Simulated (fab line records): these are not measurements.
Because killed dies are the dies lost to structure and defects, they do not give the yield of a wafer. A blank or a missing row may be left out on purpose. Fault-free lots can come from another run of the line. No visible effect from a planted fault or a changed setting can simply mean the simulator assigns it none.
Split-lot study || flow n5_finfet || on a route of 1938 steps: 7 lots, 21 wafers read

## THE SPLIT ITSELF
At N5_BEOL_M15_ETCH_61 (etches BARC in N2/H2, target depth 89 nm, overetch 26.7 nm, time 67.9 s), the setting time_s was moved away from the recipe's 67.9 s on 6 of the 21 wafers read, by -20.8% to +19.0%. For the rest of the wafers, this setting stayed at what the recipe calls for.

The split's own step is where the reading is taken.

## THE READING
coat_of_BEOL_M15_COAT_22.thk_nm (the simulator's own value, which no gauge read), in nm, at N5_BEOL_M15_ETCH_61 (etches BARC in N2/H2, target depth 89 nm, overetch 26.7 nm, time 67.9 s). No usual value for it is given in the file. Across the 15 wafers here that went through the recipe, the average is 719.1 nm and the standard deviation 3.4 nm.

{"wafer": "L074.1", "tool, chamber at the split": "rie_diel-03, 3", "time_s as run, s": 67.9, "against the recipe": "recipe", "coat_of_BEOL_M15_COAT_22.thk_nm, nm": 723.4, "against lot-mates on the recipe": "-"}
{"wafer": "L074.4", "tool, chamber at the split": "rie_diel-03, 2", "time_s as run, s": 67.9, "against the recipe": "recipe", "coat_of_BEOL_M15_COAT_22.thk_nm, nm": 718.6, "against lot-mates on the recipe": "-"}
{"wafer": "L074.6", "tool, chamber at the split": "rie_diel-03, 2", "time_s as run, s": 67.9, "against the recipe": "recipe", "coat_of_BEOL_M15_COAT_22.thk_nm, nm": 719.4, "against lot-mates on the recipe": "-"}
{"wafer": "L078.1", "tool, chamber at the split": "rie_diel-03, 1", "time_s as run, s": 67.9, "against the recipe": "recipe", "coat_of_BEOL_M15_COAT_22.thk_nm, nm": 722, "against lot-mates on the recipe": "-"}
{"wafer": "L078.2", "tool, chamber at the split": "rie_diel-03, 3", "time_s as run, s": 67.9, "against the recipe": "recipe", "coat_of_BEOL_M15_COAT_22.thk_nm, nm": 721.8, "against lot-mates on the recipe": "-"}
{"wafer": "L078.6", "tool, chamber at the split": "rie_diel-03, 1", "time_s as run, s": 67.9, "against the recipe": "recipe", "coat_of_BEOL_M15_COAT_22.thk_nm, nm": 718, "against lot-mates on the recipe": "-"}
{"wafer": "L079.1", "tool, chamber at the split": "rie_diel-04, 0", "time_s as run, s": 67.9, "against the recipe": "recipe", "coat_of_BEOL_M15_COAT_22.thk_nm, nm": 721, "against lot-mates on the recipe": "-"}
{"wafer": "L079.2", "tool, chamber at the split": "rie_diel-04, 1", "time_s as run, s": 67.9, "against the recipe": "recipe", "coat_of_BEOL_M15_COAT_22.thk_nm, nm": 720.6, "against lot-mates on the recipe": "-"}
{"wafer": "L079.6", "tool, chamber at the split": "rie_diel-04, 1", "time_s as run, s": 67.9, "against the recipe": "recipe", "coat_of_BEOL_M15_COAT_22.thk_nm, nm": 720, "against lot-mates on the recipe": "-"}
{"wafer": "L085.1", "tool, chamber at the split": "rie_diel-03, 1", "time_s as run, s": 80.78, "against the recipe": "+19.0%", "coat_of_BEOL_M15_COAT_22.thk_nm, nm": 706.8, "against lot-mates on the recipe": "no lot-mate on the recipe"}
{"wafer": "L085.3", "tool, chamber at the split": "rie_diel-03, 2", "time_s as run, s": 80.78, "against the recipe": "+19.0%", "coat_of_BEOL_M15_COAT_22.thk_nm, nm": 707.8, "against lot-mates on the recipe": "no lot-mate on the recipe"}
{"wafer": "L085.5", "tool, chamber at the split": "rie_diel-03, 3", "time_s as run, s": 80.78, "against the recipe": "+19.0%", "coat_of_BEOL_M15_COAT_22.thk_nm, nm": 705.6, "against lot-mates on the recipe": "no lot-mate on the recipe"}
{"wafer": "L094.4", "tool, chamber at the split": "rie_diel-03, 1", "time_s as run, s": 67.9, "against the recipe": "recipe", "coat_of_BEOL_M15_COAT_22.thk_nm, nm": 713.4, "against lot-mates on the recipe": "-"}
{"wafer": "L094.5", "tool, chamber at the split": "rie_diel-03, 3", "time_s as run, s": 67.9, "against the recipe": "recipe", "coat_of_BEOL_M15_COAT_22.thk_nm, nm": 715, "against lot-mates on the recipe": "-"}
{"wafer": "L094.6", "tool, chamber at the split": "rie_diel-03, 0", "time_s as run, s": 67.9, "against the recipe": "recipe", "coat_of_BEOL_M15_COAT_22.thk_nm, nm": 710.8, "against lot-mates on the recipe": "-"}
{"wafer": "L093.1", "tool, chamber at the split": "rie_diel-02, 2", "time_s as run, s": 55.88, "against the recipe": "-17.7%", "coat_of_BEOL_M15_COAT_22.thk_nm, nm": 730, "against lot-mates on the recipe": "+9.2"}
{"wafer": "L093.4", "tool, chamber at the split": "rie_diel-02, 3", "time_s as run, s": 55.88, "against the recipe": "-17.7%", "coat_of_BEOL_M15_COAT_22.thk_nm, nm": 732.4, "against lot-mates on the recipe": "+11.6"}
{"wafer": "L093.6", "tool, chamber at the split": "rie_diel-02, 0", "time_s as run, s": 67.9, "against the recipe": "recipe", "coat_of_BEOL_M15_COAT_22.thk_nm, nm": 720.8, "against lot-mates on the recipe": "-"}
{"wafer": "L095.1", "tool, chamber at the split": "rie_diel-03, 3", "time_s as run, s": 53.75, "against the recipe": "-20.8%", "coat_of_BEOL_M15_COAT_22.thk_nm, nm": 733, "against lot-mates on the recipe": "+12.4"}
{"wafer": "L095.2", "tool, chamber at the split": "rie_diel-03, 1", "time_s as run, s": 67.9, "against the recipe": "recipe", "coat_of_BEOL_M15_COAT_22.thk_nm, nm": 719.2, "against lot-mates on the recipe": "-"}
{"wafer": "L095.6", "tool, chamber at the split": "rie_diel-03, 3", "time_s as run, s": 67.9, "against the recipe": "recipe", "coat_of_BEOL_M15_COAT_22.thk_nm, nm": 722, "against lot-mates on the recipe": "-"}

FIT RESULTS
A straight line over all 21 wafers: coat_of_BEOL_M15_COAT_22.thk_nm changes by -0.664 nm for each +1% of time_s; r = -0.92; the points scatter about the line by 3.1 nm.
The same after taking each lot's own level away (the mean of its wafers on the recipe; 18 wafers): -0.591 nm for each +1%; r = -0.94; scatter 1.6 nm.
The reading moves by 12 nm for the largest change in time_s, on that fit.
Measured against the standard deviation above, the lots' own levels, which go from 713.07 to 720.80 nm, span 2.3 times it.
So the lot-to-lot level changes the slope: the two fits differ.
Check: with one of the wafers moved furthest among these (-20.8%) left out of the fit, the line predicts +12.2 nm for it against its lot-mates. It came out at +12.4 nm against them.

## THE FILE'S OWN FIT
coat_of_BEOL_M15_COAT_22.thk_nm changes by -0.592 nm for each +1% of time_s, r = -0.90.
